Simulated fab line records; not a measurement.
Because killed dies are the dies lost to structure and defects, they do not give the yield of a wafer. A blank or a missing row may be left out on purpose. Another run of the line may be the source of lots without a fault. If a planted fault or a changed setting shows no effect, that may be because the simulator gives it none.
fab line records    flow n5-finfet
[record] lots = 24  wafers = 72  last-day = 18
route steps=1938 shown WELL_APT@30 PMOS_HMC_CHANNEL_EPI@66 FIN_SAQP@148 DUMMY_GATE@232 SD_EPI_N@271 SD_EPI_P@311
lots that met no fault: taken from a fault-free run of the same line
start-h: the number of hours between the record's first day and the start of the first shown wafer of the lot    wait-h: how many hours have passed since the lot's step before this one    " repeats the value in the row above    L1.1+2: several wafers, shown together as one row    - either no value or no given start    * or withheld: withheld    < > ~ a bound
route shown NAME@n: a module of which the file shows steps, and the number in the route of the first    usual: mean and standard deviation over wafers with no fault    same: alike in all rows    chamber/n: place in a boat    sites: readings site by site    _std_site: the values' standard deviation    _edge_site: outer sites' mean less inner sites'    radius-mm: how far each site lies from the wafer's centre    mask NAME#n: copy n    behind: the most recent tool/chamber to have shaped the wafer    hold: reason for holding the lot/hours on hold/outcome of the hold    device: the n, p or np transistor that did not switch    end of line: the tests these same wafers got at the end of their route    step lacking rows: just its recipe    killed: not the wafer's yield, but the dies lost to structure and defects at the first sort    map: dies across one wafer; x = killed, . = not, _ = none there
set.NAME: the setting the step ran with; set.NAME@STEP: the setting that earlier step ran with    model.NAME: the simulator's own value behind a step, which no gauge read
steps of the route over a sample of lots; a table a step, a row a wafer
services: the hour from which a tool's chamber was out of use, counted from the record's first day as start-h (under 0 if before that day), plus the number of hours and why
[[steps]]
[step N5_WELL_APT_INSPECT_10]
[recipe] mode = adi  inspect-instrument = macro
[usual] raw-defect-count = 2.1/1.5
lot.wafer  tool               chamber  start-h  wait-h  raw-defect-count
L074.1     defect-inspect-02  -        13.96    0.0     0
L074.3     "                  -        "        "       2
L074.6     "                  -        "        "       3
L075.1     defect-inspect-02  -        19.98    0.0     3
L075.4     "                  -        "        "       4
L075.5     "                  -        "        "       1
L076.2     defect-inspect-02  -        25.92    0.0     3
L076.3     "                  -        "        "       5
L076.6     "                  -        "        "       5
L077.1     defect-inspect-02  -        31.64    0.0     1
L077.2     "                  -        "        "       0
L077.4     "                  -        "        "       2
L078.1     defect-inspect-02  -        37.86    0.0     2
L078.2     "                  -        "        "       4
L078.6     "                  -        "        "       6
L079.1     defect-inspect-01  -        44.31    0.0     2
L079.3     "                  -        "        "       1
L079.5     "                  -        "        "       1
L080.2     defect-inspect-02  -        49.76    0.0     2
L080.3     "                  -        "        "       2
L080.4     "                  -        "        "       2
L081.1     defect-inspect-02  -        55.77    0.0     2
L081.3     "                  -        "        "       1
L081.6     "                  -        "        "       0
L082.2     defect-inspect-02  -        61.79    0.0     3
L082.3     "                  -        "        "       4
L082.6     "                  -        "        "       4
L083.3     defect-inspect-01  -        67.86    0.0     0
L083.4     "                  -        "        "       1
L083.5     "                  -        "        "       3
L084.1     defect-inspect-02  -        73.74    0.0     2
L084.2     "                  -        "        "       2
L084.5     "                  -        "        "       4
L085.2     defect-inspect-02  -        80.13    0.0     1
L085.5     "                  -        "        "       2
L085.6     "                  -        "        "       2
L086.1     defect-inspect-01  -        85.86    0.0     2
L086.2     "                  -        "        "       1
L086.5     "                  -        "        "       2
L087.2     defect-inspect-01  -        91.89    0.0     0
L087.4     "                  -        "        "       4
L087.6     "                  -        "        "       2
L088.1     defect-inspect-01  -        98.06    0.0     2
L088.5     "                  -        "        "       4
L088.6     "                  -        "        "       4
L089.2     defect-inspect-01  -        104.58   0.0     1
L089.4     "                  -        "        "       6
L089.6     "                  -        "        "       2
L090.1     defect-inspect-01  -        109.98   0.0     2
L090.2     "                  -        "        "       1
L090.6     "                  -        "        "       4
L091.4     defect-inspect-01  -        115.87   0.0     0
L091.5     "                  -        "        "       0
L091.6     "                  -        "        "       1
L092.1     defect-inspect-02  -        121.73   0.0     1
L092.2     "                  -        "        "       2
L092.4     "                  -        "        "       0
L093.1     defect-inspect-01  -        127.70   0.0     1
L093.3     "                  -        "        "       2
L093.4     "                  -        "        "       3
L094.1     defect-inspect-01  -        133.62   0.0     3
L094.3     "                  -        "        "       1
L094.6     "                  -        "        "       1
L095.2     defect-inspect-02  -        139.62   0.0     4
L095.4     "                  -        "        "       7
L095.5     "                  -        "        "       1
L096.1     defect-inspect-02  -        145.95   0.0     2
L096.4     "                  -        "        "       5
L096.5     "                  -        "        "       0
L097.1     defect-inspect-01  -        151.61   0.0     0
L097.4     "                  -        "        "       2
L097.6     "                  -        "        "       2
[step N5_PMOS_HMC_CHANNEL_EPI_OVL_MEAS_10]
[recipe] points-per-wafer = 44
[usual] PMOS_HMC_BLK_OVL = 0.1/0.75
lot.wafer  tool        chamber  start-h  wait-h  PMOS_HMC_BLK_OVL[nm]
L074.1     overlay-02  0        17.35    0.0     0.5
L074.3     "           0        "        "       0.3
L074.6     "           0        "        "       1.9
L075.1     overlay-01  0        24.46    0.0     0.4
L075.4     "           0        "        "       0.1
L075.5     "           0        "        "       0.1
L076.2     overlay-02  0        29.65    0.0     0.7
L076.3     "           0        "        "       1.0
L076.6     "           0        "        "       0.7
L077.1     overlay-02  0        35.16    0.0     1.9
L077.2     "           0        "        "       0.7
L077.4     "           0        "        "       0.9
L078.1     overlay-02  0        41.94    0.0     0.3
L078.2     "           0        "        "       -0.7
L078.6     "           0        "        "       -0.6
L079.1     overlay-01  0        47.71    0.0     0.1
L079.3     "           0        "        "       -0.3
L079.5     "           0        "        "       0.9
L080.2     overlay-02  0        53.82    0.0     -0.4
L080.3     "           0        "        "       -0.2
L080.4     "           0        "        "       -0.9
L081.1     overlay-01  0        59.75    0.0     -1.6
L081.3     "           0        "        "       -1.8
L081.6     "           0        "        "       -0.8
L082.2     overlay-02  0        65.39    0.0     -0.5
L082.3     "           0        "        "       -0.4
L082.6     "           0        "        "       -0.3
L083.3     overlay-02  0        71.70    0.0     1.0
L083.4     "           0        "        "       2.0
L083.5     "           0        "        "       0.4
L084.1     overlay-01  0        77.32    0.0     -0.6
L084.2     "           0        "        "       -0.1
L084.5     "           0        "        "       -0.3
L085.2     overlay-02  0        83.79    0.0     0.3
L085.5     "           0        "        "       0.2
L085.6     "           0        "        "       1.1
L086.1     overlay-01  0        89.76    0.0     0.2
L086.2     "           0        "        "       -0.4
L086.5     "           0        "        "       -0.6
L087.2     overlay-02  0        95.50    0.0     0.5
L087.4     "           0        "        "       -0.7
L087.6     "           0        "        "       -0.1
L088.1     overlay-02  0        101.64   0.0     0.1
L088.5     "           0        "        "       -0.4
L088.6     "           0        "        "       0.1
L089.2     overlay-02  0        108.31   0.0     0.2
L089.4     "           0        "        "       0.4
L089.6     "           0        "        "       -0.2
L090.1     overlay-01  0        113.49   0.0     1.6
L090.2     "           0        "        "       2.3
L090.6     "           0        "        "       0.6
L091.4     overlay-01  0        119.78   0.0     0.5
L091.5     "           0        "        "       -0.2
L091.6     "           0        "        "       0.2
L092.1     overlay-01  0        125.09   0.0     -0.2
L092.2     "           0        "        "       -0.4
L092.4     "           0        "        "       -0.8
L093.1     overlay-01  0        131.88   0.0     0.4
L093.3     "           0        "        "       -0.3
L093.4     "           0        "        "       -0.9
L094.1     overlay-02  0        137.85   0.0     -0.6
L094.3     "           0        "        "       -1.0
L094.6     "           0        "        "       0.4
L095.2     overlay-02  0        143.20   0.0     -1.1
L095.4     "           0        "        "       -0.9
L095.5     "           0        "        "       0.3
L096.1     overlay-02  0        149.36   0.0     0.0
L096.4     "           0        "        "       -0.6
L096.5     "           0        "        "       0.0
L097.1     overlay-02  0        154.87   0.0     -0.5
L097.4     "           0        "        "       -0.7
L097.6     "           0        "        "       -0.3
[step N5_FIN_SAQP_CD_MEAS_37]
[recipe] target-cd-nm = 8  polarity = line
[usual] cd-nm = 8.19/0.25
lot.wafer  tool       chamber  start-h  wait-h  cd-nm
L074.1     cd-sem-02  -        26.73    0.1     7.79
L074.3     "          -        "        "       7.70
L074.6     "          -        "        "       8.34
L075.1     cd-sem-03  -        33.18    0.1     8.09
L075.4     "          -        "        "       8.46
L075.5     "          -        "        "       7.98
L076.2     cd-sem-03  -        39.07    0.1     7.81
L076.3     "          -        "        "       8.35
L076.6     "          -        "        "       7.91
L077.1     cd-sem-02  -        50.96    0.1     7.85
L077.2     "          -        "        "       8.59
L077.4     "          -        "        "       8.03
L078.1     cd-sem-02  -        55.61    0.1     8.52
L078.2     "          -        "        "       8.46
L078.6     "          -        "        "       8.26
L079.1     cd-sem-01  -        59.61    0.1     8.19
L079.3     "          -        "        "       8.07
L079.5     "          -        "        "       7.88
L080.2     cd-sem-01  -        63.93    0.1     8.65
L080.3     "          -        "        "       8.19
L080.4     "          -        "        "       8.27
L081.1     cd-sem-03  -        70.08    0.1     8.42
L081.3     "          -        "        "       7.87
L081.6     "          -        "        "       8.33
L082.2     cd-sem-02  -        74.98    0.1     8.13
L082.3     "          -        "        "       8.03
L082.6     "          -        "        "       8.50
L083.3     cd-sem-03  -        81.71    0.1     8.19
L083.4     "          -        "        "       7.81
L083.5     "          -        "        "       7.93
L084.1     cd-sem-01  -        86.78    0.1     8.02
L084.2     "          -        "        "       8.27
L084.5     "          -        "        "       8.03
L085.2     cd-sem-02  -        94.33    0.1     8.41
L085.5     "          -        "        "       7.94
L085.6     "          -        "        "       8.03
L086.1     cd-sem-02  -        100.35   0.1     8.26
L086.2     "          -        "        "       8.56
L086.5     "          -        "        "       8.64
L087.2     cd-sem-02  -        105.83   0.1     8.48
L087.4     "          -        "        "       8.05
L087.6     "          -        "        "       8.23
L088.1     cd-sem-03  -        110.72   0.1     8.09
L088.5     "          -        "        "       7.99
L088.6     "          -        "        "       8.25
L089.2     cd-sem-02  -        117.99   0.1     8.12
L089.4     "          -        "        "       8.35
L089.6     "          -        "        "       8.05
L090.1     cd-sem-03  -        124.42   0.1     8.15
L090.2     "          -        "        "       8.50
L090.6     "          -        "        "       7.89
L091.4     cd-sem-03  -        129.95   0.1     8.36
L091.5     "          -        "        "       8.29
L091.6     "          -        "        "       8.33
L092.1     cd-sem-03  -        134.45   0.1     8.74
L092.2     "          -        "        "       7.80
L092.4     "          -        "        "       8.23
L093.1     cd-sem-03  -        144.00   0.1     8.42
L093.3     "          -        "        "       8.20
L093.4     "          -        "        "       8.57
L094.1     cd-sem-02  -        148.90   0.1     8.52
L094.3     "          -        "        "       8.17
L094.6     "          -        "        "       8.63
L095.2     cd-sem-01  -        152.60   0.1     8.86
L095.4     "          -        "        "       8.19
L095.5     "          -        "        "       8.55
L096.1     cd-sem-02  -        158.48   0.1     8.41
L096.4     "          -        "        "       8.17
L096.5     "          -        "        "       8.19
L097.1     cd-sem-02  -        163.79   0.1     8.37
L097.4     "          -        "        "       7.82
L097.6     "          -        "        "       8.02
[step N5_DUMMY_GATE_OVL_MEAS_16]
[recipe] points-per-wafer = 522
[usual] GATE_OVL = 0.1/0.79
lot.wafer  tool        chamber  start-h  wait-h  GATE_OVL[nm]
L074.1     overlay-02  0        46.66    0.0     0.2
L074.3     "           0        "        "       0.4
L074.6     "           0        "        "       0.0
L075.1     overlay-02  0        54.77    0.0     0.5
L075.4     "           0        "        "       0.8
L075.5     "           0        "        "       1.7
L076.2     overlay-01  0        59.91    0.0     1.0
L076.3     "           0        "        "       -0.9
L076.6     "           0        "        "       0.5
L077.1     overlay-01  0        72.93    0.0     0.9
L077.2     "           0        "        "       0.3
L077.4     "           0        "        "       1.4
L078.1     overlay-02  0        76.97    0.0     -0.4
L078.2     "           0        "        "       0.8
L078.6     "           0        "        "       -0.3
L079.1     overlay-02  0        80.87    0.0     -0.4
L079.3     "           0        "        "       -0.6
L079.5     "           0        "        "       0.5
L080.2     overlay-01  0        85.78    0.0     -0.5
L080.3     "           0        "        "       0.5
L080.4     "           0        "        "       -0.5
L081.1     overlay-01  0        89.58    0.0     0.5
L081.3     "           0        "        "       0.3
L081.6     "           0        "        "       1.0
L082.2     overlay-02  0        94.87    0.0     0.7
L082.3     "           0        "        "       1.4
L082.6     "           0        "        "       1.5
L083.3     overlay-02  0        100.66   0.0     0.4
L083.4     "           0        "        "       0.1
L083.5     "           0        "        "       0.8
L084.1     overlay-01  0        106.41   0.0     -0.2
L084.2     "           0        "        "       -2.0
L084.5     "           0        "        "       -0.5
L085.2     overlay-02  0        114.95   0.0     -0.2
L085.5     "           0        "        "       -0.4
L085.6     "           0        "        "       -1.4
L086.1     overlay-02  0        119.31   0.0     0.5
L086.2     "           0        "        "       -0.5
L086.5     "           0        "        "       -0.7
L087.2     overlay-01  0        124.71   0.0     -0.5
L087.4     "           0        "        "       -1.1
L087.6     "           0        "        "       -1.0
L088.1     overlay-01  0        130.28   0.0     -0.8
L088.5     "           0        "        "       0.2
L088.6     "           0        "        "       0.1
L089.2     overlay-02  0        138.85   0.0     0.2
L089.4     "           0        "        "       0.9
L089.6     "           0        "        "       0.4
L091.4     overlay-01  0        151.65   0.0     -1.6
L091.5     "           0        "        "       0.0
L091.6     "           0        "        "       -1.0
L090.1     overlay-02  0        151.84   0.0     0.6
L090.2     "           0        "        "       -0.5
L090.6     "           0        "        "       -0.3
L092.1     overlay-02  0        159.54   0.0     0.9
L092.2     "           0        "        "       -0.4
L092.4     "           0        "        "       -0.1
L093.1     overlay-02  0        164.99   0.0     0.8
L093.3     "           0        "        "       1.5
L093.4     "           0        "        "       0.1
L095.2     overlay-01  0        173.03   0.0     0.0
L095.4     "           0        "        "       0.4
L095.5     "           0        "        "       0.9
L094.1     overlay-01  0        173.20   0.0     -0.1
L094.3     "           0        "        "       0.8
L094.6     "           0        "        "       0.3
L096.1     overlay-02  0        180.90   0.0     -0.5
L096.4     "           0        "        "       0.5
L096.5     "           0        "        "       0.2
L097.1     overlay-02  0        185.33   0.0     0.9
L097.4     "           0        "        "       0.2
L097.6     "           0        "        "       -0.1
[step N5_SD_EPI_N_OVL_MEAS_10]
[recipe] points-per-wafer = 44
[usual] SD_N_BLK_OVL = -0.2/0.75
lot.wafer  tool        chamber  start-h  wait-h  SD_N_BLK_OVL[nm]
L074.1     overlay-01  0        51.84    0.0     -0.1
L074.3     "           0        "        "       -0.7
L074.6     "           0        "        "       -1.6
L075.1     overlay-01  0        58.74    0.0     -0.3
L075.4     "           0        "        "       -0.4
L075.5     "           0        "        "       -0.3
L076.2     overlay-01  0        62.28    0.0     -0.8
L076.3     "           0        "        "       -0.3
L076.6     "           0        "        "       -1.3
L077.1     overlay-02  0        75.27    0.0     -0.5
L077.2     "           0        "        "       -0.1
L077.4     "           0        "        "       -0.2
L078.1     overlay-02  0        79.21    0.0     0.9
L078.2     "           0        "        "       0.0
L078.6     "           0        "        "       -0.1
L079.1     overlay-02  0        83.03    0.0     -0.5
L079.3     "           0        "        "       -0.5
L079.5     "           0        "        "       -0.8
L080.2     overlay-01  0        88.19    0.0     0.0
L080.3     "           0        "        "       0.1
L080.4     "           0        "        "       1.0
L081.1     overlay-01  0        91.73    0.0     0.4
L081.3     "           0        "        "       -0.1
L081.6     "           0        "        "       0.4
L082.2     overlay-01  0        98.66    0.0     -0.1
L082.3     "           0        "        "       -0.6
L082.6     "           0        "        "       -0.2
L083.3     overlay-02  0        103.12   0.0     0.7
L083.4     "           0        "        "       0.9
L083.5     "           0        "        "       0.3
L084.1     overlay-02  0        108.56   0.0     -0.5
L084.2     "           0        "        "       1.0
L084.5     "           0        "        "       0.3
L085.2     overlay-01  0        117.44   0.0     0.1
L085.5     "           0        "        "       -1.2
L085.6     "           0        "        "       0.1
L086.1     overlay-02  0        121.60   0.0     -1.3
L086.2     "           0        "        "       -0.6
L086.5     "           0        "        "       -0.8
L087.2     overlay-01  0        127.00   0.0     -1.0
L087.4     "           0        "        "       -1.8
L087.6     "           0        "        "       -1.5
L088.1     overlay-01  0        132.56   0.0     -1.4
L088.5     "           0        "        "       -1.9
L088.6     "           0        "        "       -0.5
L089.2     overlay-02  0        142.74   0.0     1.6
L089.4     "           0        "        "       1.0
L089.6     "           0        "        "       1.1
L091.4     overlay-01  0        153.81   0.0     -0.5
L091.5     "           0        "        "       -0.1
L091.6     "           0        "        "       -0.5
L090.1     overlay-02  0        154.27   0.0     0.3
L090.2     "           0        "        "       -0.5
L090.6     "           0        "        "       -0.5
L092.1     overlay-02  0        162.35   0.0     0.8
L092.2     "           0        "        "       0.2
L092.4     "           0        "        "       -0.3
L093.1     overlay-01  0        167.27   0.0     0.6
L093.3     "           0        "        "       -0.3
L093.4     "           0        "        "       0.2
L095.2     overlay-02  0        176.02   0.0     0.0
L095.4     "           0        "        "       -0.6
L095.5     "           0        "        "       -0.4
L094.1     overlay-01  0        176.18   0.0     0.2
L094.3     "           0        "        "       0.7
L094.6     "           0        "        "       -0.1
L096.1     overlay-02  0        183.62   0.0     -1.4
L096.4     "           0        "        "       -1.6
L096.5     "           0        "        "       -0.7
L097.1     overlay-02  0        188.00   0.0     -0.2
L097.4     "           0        "        "       -0.6
L097.6     "           0        "        "       0.0
[step N5_SD_EPI_P_ETCH_47]
[recipe] chemistry = CH3F/O2  target = SiOCN  target-depth-a = 250  mask-material = SOC  ion-energy-ev = 60  bias-w = 29  pressure-mtorr = 30  source-w = 410  Ar_flow_sccm = 150  CH3F_flow_sccm = 30  O2_flow_sccm = 20
[usual] CH3F_flow_sccm = 30.00/0.091  drypump-motor-current-A = 5.8/0.45  oes_f_703_au = 0.78/0.072  oes-product-au = 0.78/0.069  rf-vpp-V = 127.4/2.6  showerhead-plenum-p-Torr = 2.03/0.061  throttle-valve-pct = 16.32/0.29
lot.wafer  tool         chamber  start-h  wait-h  CH3F_flow_sccm  drypump-motor-current-A  oes_f_703_au  oes-product-au  rf-hours-counter-h  rf-vpp-V  showerhead-plenum-p-Torr  throttle-valve-pct
L074.1     rie-diel-02  0        58.47    0.1     29.83           5.1                      0.73          0.73            158                 128.8     2.00                      16.62
L074.3     "            3        "        "       30.12           6.6                      0.68          0.67            250                 127.6     1.89                      16.66
L074.6     "            0        "        "       29.72           5.1                      0.73          0.73            -                   128.3     2.00                      16.61
L075.1     rie-diel-04  2        64.42    0.1     29.86           5.8                      0.74          0.77            116                 130.5     2.10                      16.61
L075.4     "            1        "        "       30.09           6.3                      0.74          0.77            154                 129.5     2.08                      16.01
L075.5     "            0        "        "       29.97           5.6                      0.74          0.74            -                   130.0     2.01                      16.66
L076.2     rie-diel-02  2        67.96    0.1     29.92           6.6                      0.68          0.69            252                 130.5     2.05                      16.16
L076.3     "            1        "        "       30.02           5.4                      0.92          0.91            24                  126.3     2.03                      15.86
L076.6     "            1        "        "       30.08           5.4                      0.91          0.91            -                   126.5     2.03                      15.87
L077.1     rie-diel-04  3        81.55    0.1     29.92           5.7                      0.76          0.71            220                 127.1     2.04                      16.07
L077.2     "            1        "        "       29.83           6.3                      0.74          0.75            160                 130.0     2.08                      15.99
L077.4     "            0        "        "       30.00           5.6                      0.74          0.74            152                 129.5     2.01                      16.68
L078.1     rie-diel-04  2        85.20    0.1     29.96           5.7                      0.74          0.76            122                 131.5     2.10                      16.63
L078.2     "            0        "        "       30.09           5.6                      0.74          0.74            153                 127.7     2.01                      16.68
L078.6     "            3        "        "       30.06           5.7                      0.75          0.71            -                   127.1     2.04                      16.07
L079.1     rie-diel-03  3        88.78    0.1     30.06           5.7                      0.97          0.95            7                   125.6     2.14                      16.00
L079.3     "            1        "        "       30.04           6.0                      0.78          0.77            141                 121.6     1.92                      16.42
L079.5     "            1        "        "       30.01           6.0                      0.78          0.76            -                   123.9     1.92                      16.43
L080.2     rie-diel-04  0        93.95    0.1     30.25           5.6                      0.74          0.74            157                 128.4     2.01                      16.68
L080.3     "            3        "        "       29.93           5.8                      0.74          0.71            225                 127.3     2.04                      16.09
L080.4     "            1        "        "       29.90           6.3                      0.74          0.75            163                 130.7     2.08                      16.03
L081.1     rie-diel-03  3        97.85    0.1     29.99           5.7                      0.97          0.93            10                  123.8     2.14                      16.02
L081.3     "            2        "        "       30.16           5.0                      0.83          0.82            79                  124.7     2.02                      16.39
L081.6     "            1        "        "       30.02           6.0                      0.78          0.76            -                   122.9     1.92                      16.44
L082.2     rie-diel-04  2        105.40   0.1     30.02           5.7                      0.73          0.76            129                 131.2     2.10                      16.63
L082.3     "            0        "        "       29.95           5.6                      0.73          0.74            160                 128.1     2.01                      16.71
L082.6     "            2        "        "       29.99           5.7                      0.74          0.75            -                   130.9     2.10                      16.64
L083.3     rie-diel-03  3        108.42   0.1     30.13           5.6                      0.96          0.93            12                  124.6     2.14                      16.02
L083.4     "            0        "        "       29.86           5.9                      0.75          0.77            140                 125.9     2.01                      16.33
L083.5     "            0        "        "       29.87           5.9                      0.76          0.77            -                   126.8     2.01                      16.32
L084.1     rie-diel-03  2        113.90   0.1     30.04           5.0                      0.82          0.80            83                  124.9     2.02                      16.42
L084.2     "            0        "        "       30.05           5.9                      0.75          0.77            142                 127.9     2.01                      16.33
L084.5     "            2        "        "       29.99           5.0                      0.81          0.82            -                   125.3     2.02                      16.39
L085.2     rie-diel-04  1        123.22   0.1     30.02           6.3                      0.74          0.74            171                 129.3     2.07                      16.03
L085.5     "            0        "        "       29.99           5.6                      0.73          0.75            -                   129.4     2.01                      16.70
L085.6     "            1        "        "       30.05           6.3                      0.73          0.75            -                   131.3     2.07                      16.03
L086.1     rie-diel-04  0        126.81   0.1     30.09           5.6                      0.72          0.73            166                 128.8     2.00                      16.68
L086.2     "            1        "        "       29.90           6.3                      0.73          0.75            173                 130.9     2.07                      16.02
L086.5     "            0        "        "       30.07           5.6                      0.73          0.74            -                   128.6     2.00                      16.68
L087.2     rie-diel-04  1        132.00   0.1     29.93           6.3                      0.73          0.74            174                 129.6     2.07                      16.02
L087.4     "            2        "        "       29.85           5.7                      0.73          0.75            136                 130.7     2.09                      16.63
L087.6     "            1        "        "       30.02           6.3                      0.73          0.75            -                   129.7     2.07                      16.05
L088.1     rie-diel-03  1        138.02   0.1     30.11           6.0                      0.77          0.76            153                 122.1     1.91                      16.45
L088.5     "            0        "        "       30.14           5.9                      0.75          0.77            -                   127.9     2.01                      16.34
L088.6     "            1        "        "       30.01           6.0                      0.77          0.76            -                   121.2     1.91                      16.44
L089.2     rie-diel-02  1        147.97   0.1     29.99           5.4                      0.87          0.86            52                  126.6     2.03                      15.92
L089.4     "            2        "        "       29.93           6.6                      0.90          0.94            12                  130.4     2.04                      15.74
L089.6     "            0        "        "       29.95           5.1                      0.71          0.70            -                   129.3     1.99                      16.69
L090.1     rie-diel-03  1        159.32   0.1     30.13           6.0                      0.76          0.75            161                 122.8     1.91                      16.48
L090.2     "            3        "        "       30.01           5.7                      0.93          0.90            26                  124.8     2.13                      16.05
L090.6     "            1        "        "       30.21           6.0                      0.76          0.75            -                   120.6     1.91                      16.46
L091.4     rie-diel-04  1        159.81   0.1     29.93           6.3                      0.72          0.74            182                 129.6     2.07                      16.04
L091.5     "            3        "        "       29.88           5.7                      0.74          0.70            -                   126.5     2.04                      16.12
L091.6     "            0        "        "       30.01           5.6                      0.72          0.72            -                   128.2     2.00                      16.72
L092.1     rie-diel-03  0        167.50   0.1     30.00           5.9                      0.74          0.76            157                 125.4     2.00                      16.35
L092.2     "            2        "        "       29.97           5.0                      0.80          0.80            99                  125.3     2.02                      16.44
L092.4     "            1        "        "       30.00           5.9                      0.76          0.75            163                 121.7     1.91                      16.47
L093.1     rie-diel-02  1        172.23   0.1     29.97           5.4                      0.87          0.87            59                  127.0     2.02                      15.92
L093.3     "            2        "        "       29.97           6.6                      0.87          0.92            19                  130.6     2.04                      15.74
L093.4     "            3        "        "       29.96           6.6                      0.93          0.92            27                  129.2     2.13                      16.19
L095.2     rie-diel-04  1        181.02   0.1     29.82           6.3                      0.72          0.73            189                 129.7     2.07                      16.07
L095.4     "            1        "        "       29.96           6.3                      0.72          0.73            -                   130.4     2.07                      16.05
L095.5     "            0        "        "       29.94           5.6                      0.72          0.72            -                   128.7     2.00                      16.74
L094.1     rie-diel-02  0        182.17   0.1     30.04           5.1                      0.70          0.70            200                 128.2     1.98                      16.69
L094.3     "            2        "        "       30.15           6.6                      0.87          0.90            23                  130.3     2.04                      15.74
L094.6     "            0        "        "       29.99           5.1                      0.70          0.70            -                   128.5     1.98                      16.70
L096.1     rie-diel-02  3        189.06   0.1     30.13           6.6                      0.91          0.91            33                  128.3     2.13                      16.19
L096.4     "            1        "        "       29.95           5.4                      0.86          0.84            66                  127.7     2.02                      15.95
L096.5     "            2        "        "       29.99           6.6                      0.87          0.90            -                   129.3     2.04                      15.75
L097.1     rie-diel-03  3        193.72   0.1     30.09           5.6                      0.89          0.87            39                  124.3     2.13                      16.06
L097.4     "            2        "        "       29.94           5.0                      0.79          0.79            107                 125.1     2.01                      16.45
L097.6     "            1        "        "       30.01           6.0                      0.75          0.74            -                   124.1     1.91                      16.50
[[services]]
tool         chamber  start-h  hours  kind
rie-diel-03  3        46.62    -      clean
rie-diel-03  3        46.62    -      consumable-replace:focus-ring
rie-diel-03  3        46.62    -      consumable-replace:showerhead
rie-diel-03  3        46.62    15.6   scheduled-down
rie-diel-03  3        46.62    15.6   vent-cycle
rie-diel-02  3        58.62    -      clean
rie-diel-02  3        58.62    -      consumable-replace:focus-ring
rie-diel-02  3        58.62    -      consumable-replace:showerhead
rie-diel-02  2        87.28    -      clean
rie-diel-02  2        87.28    -      consumable-replace:focus-ring
rie-diel-02  2        87.28    19.8   scheduled-down
rie-diel-02  2        87.28    19.8   vent-cycle
rie-diel-03  -        163.99   0.5    repair
rie-diel-03  2        175.88   5.3    repair
rie-diel-04  3        179.20   -      clean
rie-diel-04  3        179.20   -      consumable-replace:focus-ring
rie-diel-04  3        179.20   17.8   scheduled-down
rie-diel-04  3        179.20   17.8   vent-cycle
rie-diel-02  3        190.09   4.6    repair
[[key]]
fault none
